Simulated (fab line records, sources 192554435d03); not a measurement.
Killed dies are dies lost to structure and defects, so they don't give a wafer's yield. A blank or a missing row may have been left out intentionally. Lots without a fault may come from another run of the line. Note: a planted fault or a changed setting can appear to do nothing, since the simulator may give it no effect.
Matching of chambers ; flow n5-finfet ; N5_BEOL_M4_ETCH_69 on rie-diel-04: 4 sister chambers
The step etches SiARC in CF4, target depth 15.6 nm, time 26 s. 16 wafers are shown with their chamber, then 8 later ones without.

== WAFERS WITH THEIR CHAMBER ==
wafer;chamber;showerhead-plenum-p-Torr (Torr);throttle-valve-pct (%);drypump-motor-current-A (A)
L076.1;3;2.09;15.14;5.3
L076.4;1;2.05;15.36;5.2
L076.5;0;2.04;15.58;5.6
L077.1;2;2.21;15.72;5.8
L077.4;1;2.05;15.37;5.2
L077.6;2;2.21;15.71;5.8
L080.1;3;2.09;15.16;5.4
L080.3;2;2.20;15.73;5.8
L080.6;1;2.05;15.38;5.3
L082.3;3;2.09;15.17;5.4
L082.4;2;2.20;15.73;5.8
L082.6;1;2.05;15.41;5.2
L086.2;3;2.08;15.18;5.4
L086.3;2;2.20;15.76;5.8
L086.5;3;2.08;15.18;5.4
L088.2;2;2.20;15.77;5.8

SIGNATURES (averages over the wafers above)
reading;chamber 0;chamber 1;chamber 2;chamber 3;scatter within a chamber
showerhead-plenum-p-Torr;2.0400;2.0500;2.2033;2.0860;0.00459
throttle-valve-pct;15.5800;15.3800;15.7367;15.1660;0.0209
drypump-motor-current-A;5.600;5.225;5.800;5.380;0.0359
Rule: a wafer's distance from a chamber is the root of the sum, over the readings, of the square of ((its reading less the chamber's mean) divided by the reading's scatter). The wafer belongs to the nearest chamber; if the next one is less than 2 further off, it can't be placed. How the scatter is found: for the shown wafers, subtract from each reading the mean of its chamber, square and add these, divide the total by (wafers less chambers), then take the root.

== WAFERS WITH NO CHAMBER GIVEN ==
wafer;showerhead-plenum-p-Torr (Torr);throttle-valve-pct (%);drypump-motor-current-A (A)
L088.4;2.28;15.15;5.6
L088.5;2.04;15.42;5.2
L091.1;2.04;15.44;5.2
L091.5;2.08;15.23;5.4
L091.6;2.19;15.80;5.8
L092.1;2.04;15.45;5.2
L092.3;2.08;15.24;5.4
L092.4;2.19;15.81;5.8

== THE CHAMBER EACH PASSED THROUGH ==
wafer;from the rows above;in truth
L088.4;2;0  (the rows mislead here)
L088.5;1;1
L091.1;1;1
L091.5;3;3
L091.6;2;2
L092.1;1;1
L092.3;3;3
L092.4;2;2
Placed correctly: 7 of 8. Number that these rows cannot place: 0. Number placed wrongly: 1.
